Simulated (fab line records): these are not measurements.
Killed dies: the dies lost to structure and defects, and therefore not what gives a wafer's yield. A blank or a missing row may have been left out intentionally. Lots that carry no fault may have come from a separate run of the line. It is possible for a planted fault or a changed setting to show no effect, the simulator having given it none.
A single fault, viewed from 2 desks ; flow nandHarc ; each desk holds nothing but its own numbers, with what lay behind them at the end

## METROLOGY DESK
What the gauges read for every lot (on any tool): the sampled wafers with a number, averaged. Marked OUT: a lot whose mean sits more than 4 standard deviations from the usual mean, which makes it out of limits; the brackets give that distance.
Columns: A = overlayXNm at NHARC_A_CONTACT_OVL_MEAS_43, usual 0.1 nm; B = overlayYNm at NHARC_A_CONTACT_OVL_MEAS_43, usual -0.1 nm
lot;first seen here;A;B
L779;day 21 21:50;0.5;0.1
L778;day 21 21:59;-0.7;0.2
L777;day 21 22:47;-1.0;0.9
L780;day 22 11:36;0.9;-0.3
L782;day 23 20:08;-0.6;-1.3
L783;day 24 08:40;-0.5;-0.8
L784;day 25 09:55;-0.1;0.2
L786;day 25 13:01;-0.5;0.7
L793;day 27 12:36;0.0;-0.5
L792;day 27 20:37;-1.9;0.4
L794;day 27 22:07;0.3;-0.8
L799;day 31 00:05;-0.4;-0.4
L800;day 31 00:18;0.2;0.7
This desk's finding: nothing out of limits on any of the 13 lots.

## FOR THE TOOL OWNER'S DESK: pecvd-03
The tool's own readings at NHARC_A_CONTACT_DEP_24 (deposits SiO2, target thk 500 nm): means of the sampled wafers that have a number, for each lot that ran on this tool. Marked OUT: a lot whose mean sits more than 4 standard deviations from the usual mean, which makes it out of limits; the brackets give that distance.
Columns: A = heaterPowerOuterW at NHARC_A_CONTACT_DEP_24, usual 275 W; B = heaterPowerW at NHARC_A_CONTACT_DEP_24, usual 528 W; C = mfcPrecursorSccm at NHARC_A_CONTACT_DEP_24, usual 161.4 sccm; D = throttleValvePct at NHARC_A_CONTACT_DEP_24, usual 15.9 %
lot;first seen here;A;B;C;D
L779;day 21 11:34;248;506;161.3;16.1
L786;day 25 07:32;283;544;161.7;15.5
L793;day 27 06:18;274;534;163.3 (+4.0) OUT;15.8
L794;day 27 12:30;293;548;163.7 (+4.9) OUT;15.5
This desk's finding: out of limits on L793, L794; first on L793, day 27 06:18 (mfcPrecursorSccm at NHARC_A_CONTACT_DEP_24). Within limits: L779, L786.

## ALL TOGETHER
An alarm could have come from the tool owner's desk at day 27 06:18, on L793, L794.
The metrology desk saw nothing out of limits.
The metrology desk holds a record of L793, L794, inside its limits.
NHARC_A_CONTACT_DEP_24 was run on pecvd-03 by each of the lots named.

## WHAT WAS PUT IN BY THE SIMULATOR
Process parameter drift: pecvd-03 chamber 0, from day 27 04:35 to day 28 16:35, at NHARC_A_CONTACT_DEP_24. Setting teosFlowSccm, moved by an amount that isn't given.
Shown lots that were struck: L793, L794.
Delay in hours, fault start to first out-of-limits reading, by desk: the tool owner's desk at 2.
